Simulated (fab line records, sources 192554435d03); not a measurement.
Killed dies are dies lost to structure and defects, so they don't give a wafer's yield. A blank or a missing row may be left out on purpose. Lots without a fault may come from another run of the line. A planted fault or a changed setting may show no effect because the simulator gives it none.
Problem report in the 8D (eight disciplines) form, filled by code | flow n5_finfet | the parts of the form that need people (team, actions taken, sign-off) are left out

1. THE PROBLEM
spin_speed_rpm at N5_WELL_APT_COAT_02 reads a mean of 1442.5 rpm on 6 wafers of 2 lots; wafers without a fault read 1357.0 rpm with a standard deviation of 1.1. That is +78 standard deviations from the usual mean.
The step: resist thk 950 nm.
First seen on wafer L270.1, day 4 13:25, on litho_track-01. The record holds 31 wafers of 11 lots with a number at this step. Rule for "out", or "out of limits": more than 4 standard deviations from the usual mean. The other wafers with a number count as sound.

2. WHAT IT IS AND WHAT IT IS NOT
question                    | is                     | is not
which readings at this step | spin_speed_rpm         | -
which lots                  | L270, L275             | L260, L262, L263, L264, L266, L267, L268, L269, L271
which wafers of those lots  | all that have a number | -
read on which tools         | litho_track-01         | litho_track-03, litho_track-05
when                        | from day 4 13:25       | up to then (22 sound wafers); but 3 sound wafers of L271 came after

3. SUSPECTS, AND WHAT RULES EACH OUT
Counting: a tool at a process step up to the reading stays a suspect if it ran every lot that is out and no sound lot after the first of them.
- litho_track-01 at N5_WELL_APT_COAT_02 (resist thk 950 nm): kept. It ran every lot that is out, first L270 (day 4 13:25), and no sound lot after that; its last sound lot up to then is L269 (day 4 07:35). Its own readings are out on those wafers: spin_speed_rpm.
Left after counting: litho_track-01 at N5_WELL_APT_COAT_02.

4. THE CAUSE (what the simulator had put in)
Process parameter drift: litho_track-01, from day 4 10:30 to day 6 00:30, at N5_WELL_APT_COAT_02. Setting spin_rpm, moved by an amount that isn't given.
Counting left only this tool.

5. THE CHAIN OF EFFECTS, in route order
Each row: a reading whose mean over the struck wafers that have a number lies more than 3 standard deviations from the usual. Only readings for which the record gives a usual standard deviation are gone through. hours: the time from each lot's start at the first step in this table that gives one to its start at this step, as a median over the lots. sigmas: the change in usual standard deviations.
hours | step                | reading        | usual      | on struck wafers | change | sigmas
0     | N5_WELL_APT_COAT_02 | spin_speed_rpm | 1357.0 rpm | 1442.5           | +85.5  | +78
The process steps in it:
- N5_WELL_APT_COAT_02: resist thk 950 nm.
Later measuring or inspecting steps at which every struck wafer that the step has a row for has a number for every such reading, and none has moved that far: N5_WELL_APT_INSPECT_10, N5_WELL_APT_INSPECT_27, N5_BEOL_M4_RC_MEAS_101.

6. WHAT WOULD HAVE CAUGHT IT SOONER
In this record the first reading out of limits was taken at day 4 13:25, 3 hours after the fault began at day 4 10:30.
